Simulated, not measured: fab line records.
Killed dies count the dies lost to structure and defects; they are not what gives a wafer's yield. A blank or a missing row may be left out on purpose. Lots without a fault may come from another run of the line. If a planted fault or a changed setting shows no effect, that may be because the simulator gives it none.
fab line records	flow n5-finfet	part 2 of 2: steps 5 to 6 of 6
record lots=21	wafers=63	last-day=17
route steps=1938 shown STI_FIN_REVEAL@191 DUMMY_GATE@214 SPACER0@258
lots that met no fault: taken from a fault-free run of the same line
start-h: start of the lot's first displayed wafer, in hours after the record's first day	wait-h: hours elapsed since this lot's preceding step	" the same as in the row above	L1.1+2: a row that stands for several wafers	- value missing, or start not given	* or withheld: withheld	< > ~ a bound
route shown NAME@n: NAME is a module with steps in the file, n the number in the route of the first one	usual: mean/standard deviation of fault-free wafers	same: alike in all rows	chamber/n: place in a boat	sites: per-site readings	_std_site: standard deviation of those values	_edge_site: the outer-site mean with the inner-site mean subtracted	radius-mm: for every site, how far away it sits from the centre of the wafer	mask NAME#n: copy n	behind: the tool/chamber that last shaped the wafer	hold: reason for holding the lot/hours on hold/outcome of the hold	device: transistor that didn't switch, given as n, p or np	end of line: tests of these same wafers at the route's end	a step without rows: its recipe alone	killed: dies lost to structure and defects at the first sort, not the wafer's yield	map: the dies of a wafer, with x for killed, . for not killed, _ for no die there
set.NAME: the run value of the setting; set.NAME@STEP: its run value at that earlier step	model.NAME: the simulator's own value behind a step, which no gauge read
route steps across a sampled set of lots; one table per step, one row per wafer
services: the hour from which a tool's chamber was out of use, counted from the record's first day as start-h (under 0 if before that day), plus the number of hours and why
## steps
# step N5_DUMMY_GATE_HM_OPEN_21
# recipe chemistry=CH3F/O2	target=SiNx	target-depth-a=1200	Ar_flow_sccm=150	CH3F_flow_sccm=30	O2_flow_sccm=23	time-s=171.4	pressure-mtorr=30	source-w=395	bias-w=73	ion-energy-ev=120.7
# usual O2_flow_sccm=23.01/0.069	drypump-motor-current-A=5.9/0.51	oes_ar_750_au=0.76/0.065	oes-product-au=0.76/0.069	rf-vpp-V=298/7.2	showerhead-plenum-p-Torr=2.05/0.063	throttle-valve-pct=16.46/0.17
lot.wafer	tool	chamber	start-h	wait-h	O2_flow_sccm	drypump-motor-current-A	oes_ar_750_au	oes-product-au	rf-hours-counter-h	rf-vpp-V	showerhead-plenum-p-Torr	throttle-valve-pct
L074.1	rie-diel-01	0	47.19	0.0	23.23	5.8	0.70	0.70	240	300	2.07	16.77
L074.4	"	1	"	"	23.02	5.9	0.93	0.96	6	308	2.16	16.21
L074.6	"	1	"	"	23.07	5.9	0.94	0.96	-	307	2.16	16.22
L075.1	rie-diel-03	3	56.41	0.0	22.95	5.9	0.73	0.75	139	310	2.09	16.51
L075.4	"	1	"	"	23.06	6.1	0.77	0.76	129	296	2.13	16.57
L075.6	"	2	"	"	23.06	4.9	0.69	0.67	-	296	2.00	16.70
L076.2	rie-diel-02	2	59.86	0.0	22.99	6.5	0.75	0.73	172	287	2.01	16.58
L076.3	"	1	"	"	23.05	5.7	0.79	0.79	122	299	2.03	16.15
L076.4	"	3	"	"	23.11	5.6	0.72	0.71	227	294	1.92	16.52
L077.2	rie-diel-02	0	65.06	0.0	23.04	5.1	0.72	0.71	196	295	2.09	16.52
L077.3	"	2	"	"	22.91	6.4	0.75	0.73	174	289	2.01	16.59
L077.5	"	3	"	"	23.08	5.6	0.72	0.72	-	294	1.92	16.53
L078.1	rie-diel-02	3	70.17	0.0	23.03	5.6	0.73	0.71	230	294	1.92	16.52
L078.2	"	2	"	"	23.16	6.4	0.74	0.73	175	287	2.01	16.59
L078.3	"	1	"	"	22.98	5.7	0.78	0.79	125	299	2.03	16.17
L079.3	rie-diel-01	3	76.33	0.0	23.12	6.3	0.76	0.76	151	299	2.02	16.39
L079.4	"	1	"	"	22.99	5.9	0.92	0.94	14	308	2.16	16.23
L079.5	"	1	"	"	23.02	5.9	0.91	0.93	-	306	2.16	16.23
L080.2	rie-diel-02	0	82.50	0.0	22.98	5.1	0.72	0.70	201	294	2.09	16.53
L080.3	"	3	"	"	22.96	5.6	0.72	0.71	233	295	1.92	16.54
L080.6	"	1	"	"	23.07	5.8	0.77	0.77	-	298	2.02	16.17
L081.2	rie-diel-02	3	87.93	0.0	23.01	5.6	0.72	0.71	235	295	1.92	16.54
L081.3	"	2	"	"	22.99	6.5	0.74	0.73	180	288	2.01	16.60
L081.4	"	1	"	"	23.00	5.8	0.78	0.78	131	299	2.02	16.17
L082.1	rie-diel-02	1	95.87	0.0	23.05	5.8	0.78	0.77	133	300	2.02	16.18
L082.4	"	2	"	"	22.94	6.4	0.74	0.72	182	287	2.01	16.61
L082.5	"	0	"	"	23.04	5.1	0.71	0.72	-	293	2.09	16.54
L083.1	rie-diel-02	1	101.20	0.0	23.04	5.7	0.77	0.77	134	300	2.02	16.16
L083.5	"	3	"	"	22.87	5.6	0.72	0.71	-	295	1.92	16.54
L083.6	"	2	"	"	23.07	6.5	0.74	0.73	-	287	2.01	16.60
L084.1	rie-diel-01	0	109.50	0.0	23.05	5.8	0.98	0.98	2	300	2.06	16.34
L084.2	"	3	"	"	23.09	6.3	0.75	0.75	163	300	2.01	16.40
L084.4	"	2	"	"	23.08	5.7	0.73	0.74	173	314	2.10	16.16
L085.3	rie-diel-03	3	116.13	0.0	23.09	5.9	0.71	0.73	158	310	2.09	16.55
L085.4	"	1	"	"	23.14	6.0	0.75	0.74	-	296	2.12	16.60
L085.5	"	3	"	"	22.99	5.9	0.73	0.73	-	309	2.09	16.54
L087.2	rie-diel-03	1	127.35	0.0	23.02	6.1	0.75	0.74	153	296	2.12	16.63
L087.4	"	1	"	"	23.08	6.1	0.75	0.74	-	296	2.12	16.62
L087.5	"	0	"	"	23.04	6.7	0.78	0.77	-	293	2.05	16.52
L090.1	rie-diel-02	2	144.86	0.0	22.84	6.5	0.73	0.71	194	287	2.00	16.64
L090.4	"	0	"	"	23.05	5.1	0.70	0.70	216	294	2.08	16.55
L090.5	"	1	"	"	23.00	5.7	0.76	0.77	-	300	2.02	16.21
L091.3	rie-diel-03	3	147.82	0.0	22.92	6.0	0.70	0.72	170	308	2.08	16.57
L091.4	"	2	"	"	22.98	4.9	0.93	0.95	2	295	2.00	16.24
L091.5	"	3	"	"	23.00	5.9	0.71	0.72	-	309	2.08	16.57
L092.1	rie-diel-03	3	158.45	0.0	22.86	6.0	0.71	0.72	173	309	2.08	16.58
L092.2	"	2	"	"	23.09	4.9	0.92	0.92	5	296	2.00	16.26
L092.5	"	0	"	"	23.01	6.7	0.78	0.76	-	293	2.05	16.54
L093.3	rie-diel-03	1	166.02	0.0	22.99	6.1	0.74	0.73	165	296	2.12	16.66
L093.4	"	3	"	"	23.02	6.0	0.70	0.72	175	308	2.08	16.59
L093.6	"	0	"	"	23.09	6.7	0.77	0.75	-	294	2.05	16.55
L094.1	rie-diel-03	0	167.78	0.0	23.03	6.7	0.77	0.76	117	292	2.05	16.54
L094.4	"	3	"	"	22.96	5.9	0.70	0.72	175	309	2.08	16.58
L094.5	"	3	"	"	22.93	5.9	0.71	0.71	-	309	2.08	16.58
L095.1	rie-diel-01	3	174.10	0.0	23.02	6.3	0.74	0.73	185	301	2.01	16.47
L095.4	"	0	"	"	23.05	5.8	0.92	0.92	22	298	2.06	16.40
L095.6	"	3	"	"	22.98	6.3	0.73	0.73	-	300	2.01	16.46
L096.3	rie-diel-01	2	178.22	0.0	23.06	5.7	0.71	0.72	195	315	2.09	16.21
L096.5	"	2	"	"	22.98	5.7	0.71	0.72	-	315	2.09	16.22
L096.6	"	1	"	"	23.02	5.9	0.85	0.87	-	307	2.14	16.30
L097.1	rie-diel-02	1	185.94	0.0	23.02	5.8	0.75	0.76	156	298	2.02	16.22
L097.2	"	2	"	"	23.05	6.4	0.73	0.70	206	289	2.00	16.65
L097.5	"	0	"	"	22.96	5.1	0.70	0.70	-	295	2.08	16.58
# step N5_SPACER0_ALD_07
# recipe material=SiNx	target-thk-a=20	temp-c=400	ald-precursor-family=SiH2I2	ald-co-reactant=N2/H2-plasma	pressure-torr=2
# usual heater-power-w=884/83
lot.wafer	tool	chamber	start-h	wait-h	heater-power-w
L074.1	ald-sin-02	0	47.87	0.0	1025
L074.4	"	2	"	"	852
L074.6	"	0	"	"	1034
L075.1	ald-sin-03	1	57.25	0.2	762
L075.4	"	2	"	"	945
L075.6	"	2	"	"	966
L076.2	ald-sin-02	1	60.57	0.0	859
L076.3	"	0	"	"	1024
L076.4	"	2	"	"	867
L077.2	ald-sin-04	3	66.27	0.6	845
L077.3	"	1	"	"	819
L077.5	"	2	"	"	801
L078.1	ald-sin-04	1	70.86	0.0	789
L078.2	"	0	"	"	924
L078.3	"	2	"	"	802
L079.3	ald-sin-03	1	77.09	0.0	740
L079.4	"	0	"	"	951
L079.5	"	1	"	"	785
L080.2	ald-sin-02	0	83.19	0.0	1028
L080.3	"	3	"	"	821
L080.6	"	3	"	"	820
L081.2	ald-sin-02	0	88.69	0.0	1027
L081.3	"	2	"	"	860
L081.4	"	3	"	"	801
L082.1	ald-sin-03	3	96.70	0.0	916
L082.4	"	0	"	"	912
L082.5	"	1	"	"	756
L083.1	ald-sin-03	0	101.92	0.0	967
L083.5	"	2	"	"	945
L083.6	"	1	"	"	759
L084.1	ald-sin-03	2	110.23	0.0	939
L084.2	"	0	"	"	925
L084.4	"	3	"	"	939
L085.3	ald-sin-02	2	116.84	0.1	834
L085.4	"	0	"	"	1036
L085.5	"	3	"	"	815
L087.2	ald-sin-02	2	128.03	0.0	868
L087.4	"	1	"	"	885
L087.5	"	3	"	"	845
L090.1	ald-sin-02	2	145.55	0.0	874
L090.4	"	1	"	"	881
L090.5	"	1	"	"	846
L091.3	ald-sin-03	1	148.50	0.0	763
L091.4	"	2	"	"	928
L091.5	"	2	"	"	953
L092.1	ald-sin-03	3	159.68	0.6	933
L092.2	"	2	"	"	965
L092.5	"	1	"	"	773
L093.3	ald-sin-04	3	167.43	0.8	860
L093.4	"	1	"	"	765
L093.6	"	2	"	"	756
L094.1	ald-sin-02	3	168.49	0.1	825
L094.4	"	1	"	"	847
L094.5	"	1	"	"	860
L095.1	ald-sin-02	1	174.87	0.0	860
L095.4	"	3	"	"	802
L095.6	"	3	"	"	838
L096.3	ald-sin-03	3	178.98	0.0	912
L096.5	"	3	"	"	936
L096.6	"	2	"	"	938
L097.1	ald-sin-03	3	188.86	2.2	923
L097.2	"	2	"	"	979
L097.5	"	1	"	"	770
## services
tool	chamber	start-h	hours	kind
rie-diel-03	1	18.57	4.2	repair
ald-sin-04	-	32.14	6.0	pm
ald-sin-03	0	42.96	6.5	repair
rie-diel-05	1	50.04	5.8	repair
rie-diel-05	2	56.85	6.6	repair
ald-sin-04	1	57.72	6.0	repair
rie-diel-04	3	62.88	3.4	repair
rie-diel-04	2	65.04	4.3	repair
rie-diel-05	3	70.68	31.9	repair
ald-sin-03	-	80.58	2.8	pm
ald-sin-04	-	85.25	14.0	pm
rie-diel-03	1	85.69	1.9	repair
ald-sin-01	2	91.42	7.6	repair
rie-diel-01	-	94.95	0.5	repair
rie-diel-02	-	105.28	14.6	pm
rie-diel-03	2	116.00	-	clean
rie-diel-03	2	116.00	-	consumable-replace:focus-ring
rie-diel-03	2	116.00	23.7	scheduled-down
ald-sin-04	2	140.28	5.4	repair
rie-diel-04	-	164.74	4.3	pm
rie-diel-03	-	172.67	0.3	repair
ald-sin-02	-	176.75	14.0	pm
ald-sin-03	-	179.52	6.0	pm
ald-sin-03	0	187.35	3.2	repair
